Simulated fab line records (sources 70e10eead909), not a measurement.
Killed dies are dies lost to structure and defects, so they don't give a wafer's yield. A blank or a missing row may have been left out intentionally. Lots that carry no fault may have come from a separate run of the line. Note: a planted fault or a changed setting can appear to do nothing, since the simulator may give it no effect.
Chamber matching | flow nand harc | NHARC_A_DECK1_JOINT_ETCHBACK_00 on rie si-03 has 4 sister chambers
The step etches the open film in HBr, target depth 30 nm, time 17.4 s. 20 wafers are shown with their chamber, then 10 later ones without.

## WAFERS PAIRED WITH THEIR CHAMBERS
wafer  | chamber | drypump motor current A (A) | oes product au (a.u.) | throttle valve pct (%)
L877.1 | 0       | 6.7                         | 0.992                 | 23.260
L877.3 | 2       | 5.3                         | 0.999                 | 23.251
L877.6 | 3       | 5.2                         | 1.007                 | 23.271
L878.1 | 3       | 5.2                         | 0.994                 | 23.269
L878.2 | 1       | 5.7                         | 0.990                 | 23.261
L878.5 | 1       | 5.8                         | 0.983                 | 23.270
L880.1 | 2       | 5.3                         | 0.983                 | 23.275
L880.2 | 3       | 5.2                         | 1.004                 | 23.268
L880.3 | 0       | 6.7                         | 0.983                 | 23.262
L887.3 | 2       | 5.3                         | 0.992                 | 23.271
L887.5 | 1       | 5.8                         | 0.998                 | 23.270
L887.6 | 2       | 5.3                         | 0.986                 | 23.279
L888.1 | 0       | 6.7                         | 0.995                 | 23.268
L888.5 | 3       | 5.2                         | 0.999                 | 23.254
L888.6 | 0       | 6.7                         | 0.990                 | 23.272
L890.1 | 2       | 5.3                         | 0.992                 | 23.264
L890.3 | 3       | 5.2                         | 1.007                 | 23.258
L890.6 | 2       | 5.3                         | 0.993                 | 23.261
L892.3 | 2       | 5.3                         | 0.992                 | 23.266
L892.5 | 2       | 5.3                         | 0.980                 | 23.275

SIGNATURES (means of the wafers above)
reading                 | chamber 0 | chamber 1 | chamber 2 | chamber 3 | scatter within a chamber
drypump motor current A | 6.700     | 5.767     | 5.300     | 5.200     | 0.0204
oes product au          | 0.99000   | 0.99033   | 0.98962   | 1.00220   | 0.00604
throttle valve pct      | 23.26550  | 23.26700  | 23.26775  | 23.26400  | 0.00773
Rule: for a wafer and a chamber, the distance is found by dividing, reading by reading, the gap between the wafer's reading and the chamber's mean by the reading's scatter, squaring, summing and taking the root. The wafer belongs to the nearest chamber; if the next one is less than 2 further off, it can't be placed. How the scatter is found: for the shown wafers, subtract from each reading the mean of its chamber, square and add these, divide the total by (wafers less chambers), then take the root.

## WAFERS MISSING THEIR CHAMBER
wafer  | drypump motor current A (A) | oes product au (a.u.) | throttle valve pct (%)
L892.6 | 5.2                         | 0.996                 | 23.271
L894.3 | 5.7                         | 0.987                 | 23.260
L894.5 | 6.7                         | 0.994                 | 23.263
L894.6 | 5.8                         | 0.991                 | 23.255
L899.1 | 5.7                         | 1.001                 | 23.257
L899.2 | 6.7                         | 1.013                 | 23.260
L899.3 | 5.2                         | 1.022                 | 23.279
L900.2 | 5.2                         | 1.022                 | 23.278
L900.4 | 6.7                         | 1.005                 | 23.261
L900.6 | 5.8                         | 1.009                 | 23.271

## WHICH CHAMBER EACH ONE RAN IN
wafer  | from the rows above | in truth
L892.6 | 3                   | 3
L894.3 | 1                   | 1
L894.5 | 0                   | 0
L894.6 | 1                   | 1
L899.1 | 1                   | 1
L899.2 | 0                   | 0
L899.3 | 3                   | 3
L900.2 | 3                   | 3
L900.4 | 0                   | 0
L900.6 | 1                   | 1
Correctly placed: 10 of 10. Not placeable from these rows: 0. Wrongly placed: 0.
